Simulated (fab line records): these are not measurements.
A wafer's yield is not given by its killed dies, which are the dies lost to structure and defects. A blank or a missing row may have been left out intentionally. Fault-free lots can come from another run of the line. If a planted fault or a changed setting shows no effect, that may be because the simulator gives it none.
Chamber matching | flow n5-finfet | 4 sister chambers for N5_BEOL_M0_SAQP_ETCH_102 on rie-si-04
The step etches SiO2 in CF4, target depth 4 nm, time 4.4 s. 4 wafers are shown with their chamber, then 7 later ones without.

## WAFERS WITH THEIR CHAMBER
wafer  | chamber | throttle-valve-pct (%)
L496.4 | 2       | 22.01
L501.6 | 3       | 21.45
L502.3 | 0       | 21.51
L502.4 | 1       | 21.48

## WAFERS MISSING THEIR CHAMBER
wafer  | throttle-valve-pct (%)
L502.5 | 21.52
L507.1 | 21.47
L507.2 | 22.00
L507.5 | 21.48
L508.4 | 22.01
L508.5 | 21.99
L508.6 | 21.47

## THE CHAMBER EACH PASSED THROUGH
wafer  | from the rows above     | in truth
L502.5 | 0                       | 0
L507.1 | can't be placed: 1 or 3 | 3
L507.2 | 2                       | 2
L507.5 | 1                       | 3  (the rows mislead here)
L508.4 | 2                       | 2
L508.5 | 2                       | 2
L508.6 | can't be placed: 1 or 3 | 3
Correct placement for 4 of the 7. These rows do not allow placing 2 (true chamber among the candidates in 2). Wrongly placed: 1.
How it was worked out, from the rows above alone: a wafer's distance from a chamber is the root of the sum, over the readings, of the square of ((its reading less the chamber's mean) divided by the reading's scatter). The wafer belongs to the nearest chamber; if the next one is less than 2 further off, it can't be placed. For every chamber, the mean is computed from those of its wafers that are shown. The scatter: root of mean squared gap, hidden wafer to nearest shown wafer, with one shown wafer a chamber.
